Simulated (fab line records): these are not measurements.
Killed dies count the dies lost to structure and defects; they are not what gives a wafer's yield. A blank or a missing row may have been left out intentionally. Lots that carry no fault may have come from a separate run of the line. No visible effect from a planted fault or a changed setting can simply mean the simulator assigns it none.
Matching of chambers    flow n5-finfet    N5_BEOL_M9_STRIP_19 on rie-diel-01 has 4 sister chambers
The step strips in O2. 18 wafers are shown with their chamber, then 9 later ones without.

WAFERS WITH THEIR CHAMBER
wafer   chamber  drypump-motor-current-A (A)  showerhead-plenum-p-Torr (Torr)  oes-product-au (a.u.)
L075.3  2        5.8                          2.05                             0.72
L075.4  1        5.5                          2.16                             0.74
L075.6  3        5.2                          2.08                             0.67
L079.2  0        5.2                          2.13                             0.86
L079.3  3        5.2                          2.07                             0.69
L079.6  1        5.5                          2.16                             0.74
L078.1  1        5.5                          2.16                             0.73
L078.2  0        5.3                          2.13                             0.85
L078.6  1        5.5                          2.16                             0.72
L089.3  1        5.5                          2.15                             0.70
L089.4  1        5.5                          2.15                             0.70
L089.6  0        5.3                          2.13                             0.85
L091.1  0        5.3                          2.13                             0.84
L091.2  3        5.2                          2.07                             0.93
L091.6  0        5.3                          2.13                             0.83
L090.2  3        5.2                          2.07                             0.95
L090.4  0        5.3                          2.13                             0.85
L090.5  3        5.2                          2.07                             0.94

SIGNATURES, as means of the wafers listed above
reading                   chamber 0  chamber 1  chamber 2  chamber 3  scatter within a chamber
drypump-motor-current-A   5.283      5.500      5.800      5.200      0.0244
showerhead-plenum-p-Torr  2.1300     2.1567     2.0500     2.0720     0.0039
oes-product-au            0.8467     0.7217     0.7200     0.8360     0.0773
Rule: distance of a wafer from a chamber = root of the sum over the readings of ((wafer's reading minus chamber's mean) / reading's scatter) squared. If the next closest chamber is less than 2 further off than the closest, the wafer can't be placed; otherwise it belongs to the closest. The scatter: the root of (the sum of the squares of (reading less its chamber's mean) over the shown wafers, divided by (wafers less chambers)).

WAFERS WHOSE CHAMBER IS MISSING
wafer   drypump-motor-current-A (A)  showerhead-plenum-p-Torr (Torr)  oes-product-au (a.u.)
L093.1  5.3                          2.13                             0.84
L093.3  5.2                          2.07                             0.93
L093.4  5.5                          2.15                             0.70
L094.2  5.2                          2.07                             0.93
L094.3  5.3                          2.13                             0.83
L094.5  5.2                          2.07                             0.93
L096.4  5.2                          2.06                             0.90
L096.5  5.9                          2.04                             0.97
L096.6  5.2                          2.06                             0.90

CHAMBER TAKEN BY EACH
wafer   from the rows above  in truth
L093.1  0                    0
L093.3  3                    3
L093.4  1                    1
L094.2  3                    3
L094.3  0                    0
L094.5  3                    3
L096.4  3                    3
L096.5  2                    2
L096.6  3                    3
9 of 9 placed correctly. Left unplaced by these rows: 0. Wrongly placed: 0.
